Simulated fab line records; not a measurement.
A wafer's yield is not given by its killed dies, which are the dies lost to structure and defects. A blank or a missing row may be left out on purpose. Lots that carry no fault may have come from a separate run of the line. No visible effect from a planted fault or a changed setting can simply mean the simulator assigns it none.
What tool caused it? -- flow nand-harc -- 72 wafers from 24 lots sampled at 2 of the route's 1302 steps

## WHAT THE GAUGES SHOWED, per wafer
NHARC_P_M2_CD_MEAS_09: the cd target is 170 nm.
lot,measured,on,cd-nm (nm)
L074,day 6 15:52,cd-sem-01,170.0 171.1 170.1
L075,day 6 17:04,cd-sem-01,169.8 169.8 170.7
L076,day 7 03:25,cd-sem-03,170.8 171.0 171.3
L077,day 7 19:35,cd-sem-03,169.8 169.9 168.9
L078,day 7 20:30,cd-sem-01,171.0 170.4 170.3
L079,day 8 07:11,cd-sem-01,171.3 171.7 171.6
L080,day 9 00:31,cd-sem-01,170.0 169.6 171.3
L081,day 9 07:00,cd-sem-02,169.6 168.8 169.4
L082,day 9 17:08,cd-sem-03,170.9 170.1 170.3
L084,day 10 09:43,cd-sem-02,170.6 170.6 171.0
L083,day 10 10:42,cd-sem-02,170.4 170.4 170.4
L085,day 11 02:43,cd-sem-02,170.9 169.7 169.6
L086,day 11 07:57,cd-sem-02,171.4 169.6 170.5
L087,day 11 14:26,cd-sem-02,169.0 170.3 169.9
L088,day 12 07:59,cd-sem-01,170.0 169.7 171.0
L089,day 12 14:04,cd-sem-02,171.6 170.5 170.8
L090,day 13 05:05,cd-sem-03,170.1 170.7 169.9
L091,day 13 19:15,cd-sem-01,168.6 168.8 169.2
L092,day 14 07:04,cd-sem-02,169.9 169.2 169.7
L093,day 14 12:47,cd-sem-01,168.3 168.8 169.6
L094,day 14 16:40,cd-sem-02,168.4 170.8 169.3
L096,day 15 05:26,cd-sem-03,169.3 170.8 169.9
L095,day 15 06:19,cd-sem-03,169.0 168.9 170.0
L097,day 15 22:42,cd-sem-02,169.6 170.0 168.6

## WHAT TOOL EACH LOT RAN ON (gives the tool, then ch and the chambers of the sampled wafers, and finally the start)
lot,NHARC_P_M1_PRE_CLEAN_32
L074,"pecvd-04 ch 0,1,2, day 6 14:32"
L075,"pecvd-03 ch 0,1, day 6 15:45"
L076,"pecvd-04 ch 0,2, day 7 02:06"
L077,"pecvd-01 ch 1,2, day 7 18:16"
L078,"pecvd-04 ch 1,2, day 7 19:11"
L079,"pecvd-03 ch 0,1,2, day 8 05:59"
L080,"pecvd-01 ch 1,2, day 8 23:12"
L081,"pecvd-04 ch 0,1,2, day 9 05:32"
L082,"pecvd-03 ch 0,1, day 9 15:50"
L084,"pecvd-04 ch 0,1, day 10 08:25"
L083,"pecvd-04 ch 1,2, day 10 09:23"
L085,"pecvd-03 ch 0,1,2, day 11 01:31"
L086,"pecvd-04 ch 0,1, day 11 06:46"
L087,"pecvd-04 ch 0,1, day 11 13:07"
L088,"pecvd-01 ch 0,2, day 12 06:40"
L089,"pecvd-03 ch 0,1,2, day 12 12:53"
L090,"pecvd-01 ch 0, day 13 03:10"
L091,"pecvd-04 ch 0,2, day 13 17:56"
L092,"pecvd-03 ch 1,2, day 14 05:41"
L093,"pecvd-03 ch 0,2, day 14 11:29"
L094,"pecvd-01 ch 0,1,2, day 14 15:20"
L096,"pecvd-03 ch 0,1, day 15 04:07"
L095,"pecvd-03 ch 0,1,2, day 15 05:00"
L097,"pecvd-03 ch 0,1,2, day 15 21:23"
- NHARC_P_M1_PRE_CLEAN_32: time 12 s.

## AS READ BY THE TOOLS THEMSELVES (means over the sampled wafers that have a number; for cases with no such wafer, the mark the record gives instead)
NHARC_P_M1_PRE_CLEAN_32.
lot,tool,heater-power-outer-w (W),heater-power-w (W)
L074,pecvd-04,374,659
L075,pecvd-03,295,503
L076,pecvd-04,410,723
L077,pecvd-01,372,658
L078,pecvd-04,413,740
L079,pecvd-03,339,572
L080,pecvd-01,379,665
L081,pecvd-04,360,644
L082,pecvd-03,311,527
L084,pecvd-04,352,620
L083,pecvd-04,450,777
L085,pecvd-03,373,617
L086,pecvd-04,353,613
L087,pecvd-04,338,593
L088,pecvd-01,358,605
L089,pecvd-03,352,587
L090,pecvd-01,373,600
L091,pecvd-04,384,671
L092,pecvd-03,394,644
L093,pecvd-03,365,603
L094,pecvd-01,412,691
L096,pecvd-03,334,557
L095,pecvd-03,325,544
L097,pecvd-03,341,586

## THE ANSWER, worked out from the rows above alone
Rule: the usual values come from the lots themselves. Put in order of their means at a reading, lots are off if they are a third of the lots or fewer, leave a main group of 4 or more, and stand apart from it by a gap of 3 or more times the standard deviation of the main group's means; of several such gaps the widest counts. The tables above print the reading to a certain number of digits; a main group whose means all agree to those digits is not used. Also off: a lot with no number at a reading for which 4 or more lots have one. Any other lot the step has rows for is counted as sound. Order of review: gauges by route order, followed by the tools' own readings, for which a lot's mean as printed above is used. The first step at which some lot is off is used, and at that step the reading that is off furthest; a lot without a number counts as furthest.
No lot is off on any of the readings shown, so nothing can be concluded from this.

## WHAT WAS PUT IN BY THE SIMULATOR
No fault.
